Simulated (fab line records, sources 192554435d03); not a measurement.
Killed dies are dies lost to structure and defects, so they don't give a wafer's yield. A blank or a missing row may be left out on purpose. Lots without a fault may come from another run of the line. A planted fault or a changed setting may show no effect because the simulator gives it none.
Split-lot experiment | flow n5_finfet | 7 lots, 21 wafers read, on a route of 1938 steps

THE SPLIT
At N5_HKMG_FIN_ETCH_55 (etches SOC in N2/H2, target depth 240 nm, time 300 s), the setting bias_w was moved away from the recipe's 150 W on 5 of the 21 wafers read, by -15.0% to -7.3%. The other wafers ran this setting at the recipe's value.

The reading is taken at the split's own step.

THE READING
rf_vpp_V, in V, at N5_HKMG_FIN_ETCH_55 (etches SOC in N2/H2, target depth 240 nm, time 300 s). Fault-free wafers of this fab line usually give 524.7 V, standard deviation 1.9 V.

wafer  | tool, chamber at the split | bias_w as run, W | against the recipe | rf_vpp_V, V | against lot-mates on the recipe
L086.3 | rie_diel-03, 1             | 150              | recipe             | 522.3       | -
L086.4 | rie_diel-03, 1             | 150              | recipe             | 522.8       | -
L086.6 | rie_diel-03, 2             | 139              | -7.3%              | 500.8       | -21.7
L087.1 | rie_diel-01, 1             | 150              | recipe             | 526.0       | -
L087.3 | rie_diel-01, 2             | 150              | recipe             | 521.2       | -
L087.6 | rie_diel-01, 3             | 150              | recipe             | 524.4       | -
L088.3 | rie_diel-03, 1             | 136.2            | -9.2%              | 492.1       | no lot-mate on the recipe
L088.4 | rie_diel-03, 1             | 136.2            | -9.2%              | 491.1       | no lot-mate on the recipe
L088.5 | rie_diel-03, 0             | 136.2            | -9.2%              | 494.4       | no lot-mate on the recipe
L090.1 | rie_diel-03, 2             | 150              | recipe             | 525.2       | -
L090.5 | rie_diel-03, 2             | 150              | recipe             | 524.4       | -
L090.6 | rie_diel-03, 3             | 150              | recipe             | 524.3       | -
L093.2 | rie_diel-01, 1             | 127.5            | -15.0%             | 474.3       | -49.7
L093.4 | rie_diel-01, 2             | 150              | recipe             | 523.9       | -
L093.5 | rie_diel-01, 3             | 150              | recipe             | 524.1       | -
L096.1 | rie_diel-06, 0             | 150              | recipe             | 528.5       | -
L096.2 | rie_diel-06, 1             | 150              | recipe             | 531.1       | -
L096.6 | rie_diel-06, 3             | 150              | recipe             | 522.9       | -
L097.4 | rie_diel-01, 2             | 150              | recipe             | 522.7       | -
L097.5 | rie_diel-01, 2             | 150              | recipe             | 522.1       | -
L097.6 | rie_diel-01, 3             | 150              | recipe             | 524.2       | -

THE FIT
A straight line over all 21 wafers: rf_vpp_V changes by +3.38 V for each +1% of bias_w; r = +0.99; the points scatter about the line by 2.3 V.
The same after taking each lot's own level away (the mean of its wafers on the recipe; 18 wafers): +3.25 V for each +1%; r = +0.99; scatter 1.9 V.
On that fit, the largest move of bias_w shifts the reading by 49 V.
The lots' own levels span 522.55 to 527.50 V, that is 2.6 times the standard deviation above.
So the lot-to-lot level changes the slope little: the two slopes agree.
Check: with one of the wafers moved furthest among these (-15.0%) left out of the fit, the line predicts -44.5 V for it against its lot-mates. It came out at -49.7 V against them.
Tool readings at the split's step, against how far the setting was moved: rf_vpp_V r = +0.99.

OTHER SPLITS ON THESE WAFERS
These wafers also went through other splits before the reading. Each is held against what the fit with the lots' levels taken away leaves over:
other split on the same wafers | wafers away from the commonest value | r with rf_vpp_V (lot level and that fit taken away)
N5_SD_EPI_N_DESCUM_14 time_s   | 9                                    | +0.18
N5_SDB_COAT_04 spin_rpm        | 7                                    | -0.12
N5_SDB_ETCH_18 source_w        | 4                                    | +0.40

THE FILE'S OWN FIT
rf_vpp_V changes by +3.25 V for each +1% of bias_w, r = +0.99.
